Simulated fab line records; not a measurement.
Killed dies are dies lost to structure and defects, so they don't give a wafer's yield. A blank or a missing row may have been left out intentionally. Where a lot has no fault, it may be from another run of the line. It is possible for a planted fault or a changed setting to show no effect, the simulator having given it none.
Matching of chambers -- flow n5-finfet -- rie-diel-04 running N5_BEOL_M11_DESCUM_33: 4 sister chambers
The step chemistry O2, time 7.9 s. 18 wafers are shown with their chamber, then 9 later ones without.

## WAFERS PAIRED WITH THEIR CHAMBERS
wafer,chamber,throttle-valve-pct (%),showerhead-plenum-p-Torr (Torr),drypump-motor-current-A (A)
L074.3,3,20.65,2.17,5.2
L074.4,0,20.49,2.08,5.7
L074.6,1,20.46,2.21,4.8
L076.1,3,20.65,2.17,5.3
L076.4,0,20.50,2.08,5.6
L076.6,3,20.66,2.17,5.2
L079.1,1,20.49,2.20,4.9
L079.5,3,20.67,2.17,5.2
L079.6,2,20.10,2.04,5.3
L081.2,1,20.48,2.20,4.9
L081.3,0,20.50,2.08,5.6
L081.4,2,20.09,2.04,5.3
L083.2,2,20.10,2.03,5.3
L083.5,1,20.48,2.20,4.9
L083.6,3,20.68,2.16,5.3
L086.4,0,20.52,2.07,5.6
L086.5,0,20.50,2.07,5.6
L086.6,3,20.69,2.16,5.2

SIGNATURES, as means of the wafers listed above
reading,chamber 0,chamber 1,chamber 2,chamber 3,scatter within a chamber
throttle-valve-pct,20.5020,20.4775,20.0967,20.6667,0.013
showerhead-plenum-p-Torr,2.0760,2.2025,2.0367,2.1667,0.00531
drypump-motor-current-A,5.620,4.875,5.300,5.233,0.0454
Rule: a wafer lies at a distance from a chamber equal to the root of the sum of squares, over the readings, of (its reading less the chamber's mean, divided by the reading's scatter). If the next closest chamber is less than 2 further off than the closest, the wafer can't be placed; otherwise it belongs to the closest. The scatter is the square root of a quotient: the sum, over the shown wafers, of each reading's squared deviation from its chamber's mean, divided by wafers minus chambers.

## WAFERS WITH NO CHAMBER GIVEN
wafer,throttle-valve-pct (%),showerhead-plenum-p-Torr (Torr),drypump-motor-current-A (A)
L088.1,20.71,2.16,5.3
L088.2,20.13,2.03,5.3
L088.4,20.50,2.20,4.9
L092.4,20.14,2.03,5.3
L092.5,20.13,2.03,5.3
L092.6,20.52,2.19,4.9
L095.2,20.71,2.16,5.3
L095.4,20.13,2.03,5.3
L095.6,20.13,2.03,5.3

## THE CHAMBER EACH PASSED THROUGH
wafer,from the rows above,in truth
L088.1,3,3
L088.2,2,2
L088.4,1,1
L092.4,2,2
L092.5,2,2
L092.6,1,1
L095.2,3,3
L095.4,2,2
L095.6,2,2
Correct placement for 9 of the 9. Can't be placed from these rows: 0. Wrongly placed: 0.
